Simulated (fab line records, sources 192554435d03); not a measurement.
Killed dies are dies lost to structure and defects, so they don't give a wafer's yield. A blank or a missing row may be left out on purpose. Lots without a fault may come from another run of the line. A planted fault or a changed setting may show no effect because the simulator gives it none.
One fault seen from 2 desks | flow n5_finfet | each desk has only its own numbers; what lay behind them comes last

THE METROLOGY DESK
What the gauges read, lot by lot, whatever tool the lot ran on: means of the sampled wafers that have a number. A lot is out of limits, marked OUT, if its mean lies more than 4 standard deviations from the usual mean; the brackets give that distance. Of its 10 readings 7 are shown: those that lie furthest out on some lot.
Columns: A = DIBL_N at N5_BEOL_M4_RC_MEAS_101, usual 36.2 mV/V; B = DIBL_P at N5_BEOL_M4_RC_MEAS_101, usual 36.3 mV/V; C = IOFF_N at N5_BEOL_M4_RC_MEAS_101, usual 0.155 nA/um; D = IOFF_P at N5_BEOL_M4_RC_MEAS_101, usual 0.210 nA/um; E = ION_P at N5_BEOL_M4_RC_MEAS_101, usual 465 uA/um; F = SS_P at N5_BEOL_M4_RC_MEAS_101, usual 73.2 mV/dec; G = VT_N at N5_BEOL_M4_RC_MEAS_101, usual 249.9 mV
lot  | first seen here | A    | B    | C     | D     | E   | F    | G
L776 | day 7 14:16     | 37.0 | 37.6 | 0.172 | 0.218 | 468 | 73.0 | 250.0
L780 | day 9 08:02     | 37.4 | 37.8 | 0.173 | 0.240 | 467 | 73.1 | 248.9
L781 | day 9 14:12     | 37.7 | 37.4 | 0.167 | 0.200 | 462 | 73.6 | 249.6
L783 | day 10 16:50    | 35.7 | 36.3 | 0.148 | 0.188 | 461 | 73.7 | 252.9
L796 | day 13 16:12    | 34.8 | 35.3 | 0.127 | 0.166 | 455 | 72.4 | 251.2
This desk's finding: nothing out of limits on any of the 5 lots.

THE TOOL OWNER'S DESK: rie_diel-05
The tool's own readings at N5_FIN_CUT_CUT_ETCH_26 (etches SiNx in CH3F/O2, target depth 39 nm, time 55.7 s): means of the sampled wafers that have a number, for each lot that ran on this tool. A lot is out of limits, marked OUT, if its mean lies more than 4 standard deviations from the usual mean; the brackets give that distance.
Columns: A = O2_flow_sccm at N5_FIN_CUT_CUT_ETCH_26, usual 20.00 sccm; B = drypump_motor_current_A at N5_FIN_CUT_CUT_ETCH_26, usual 5.4 A; C = oes_product_au at N5_FIN_CUT_CUT_ETCH_26, usual 0.79 a.u.; D = rf_vpp_V at N5_FIN_CUT_CUT_ETCH_26, usual 297 V; E = run_length_s at N5_FIN_CUT_CUT_ETCH_26, usual 79.08 s; F = showerhead_plenum_p_Torr at N5_FIN_CUT_CUT_ETCH_26, usual 2.01 Torr; G = throttle_valve_pct at N5_FIN_CUT_CUT_ETCH_26, usual 16.36 %
lot  | first seen here | A     | B   | C    | D   | E               | F    | G
L776 | day 2 05:53     | 19.98 | 5.1 | 0.83 | 299 | 78.98           | 2.00 | 16.24
L780 | day 3 04:22     | 20.03 | 5.4 | 0.80 | 298 | 64.91 (-49) OUT | 2.02 | 16.43
L781 | day 3 09:43     | 19.98 | 5.4 | 0.85 | 300 | 72.18 (-24) OUT | 2.01 | 16.23
L783 | day 3 21:19     | 20.06 | 5.4 | 0.86 | 301 | 65.34 (-47) OUT | 2.01 | 16.25
This desk's finding: out of limits on L780, L781, L783; first on L780, day 3 04:22 (run_length_s at N5_FIN_CUT_CUT_ETCH_26). In limits: L776.

PUT TOGETHER
The tool owner's desk could have raised an alarm at day 3 04:22, on L780, L781, L783.
The metrology desk saw nothing out of limits.
The metrology desk has L780, L781, L783 on record, within its limits.
Of the lots named, all ran N5_FIN_CUT_CUT_ETCH_26 on rie_diel-05.

WHAT THE SIMULATOR HAD PUT IN
Process parameter drift: rie_diel-05, from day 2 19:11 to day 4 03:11, at N5_FIN_CUT_CUT_ETCH_26. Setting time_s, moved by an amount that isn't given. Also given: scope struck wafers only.
Lots struck among those shown: L780, L781, L783.
Hours from the fault's start to each desk's first reading out of limits: the tool owner's desk, 9.
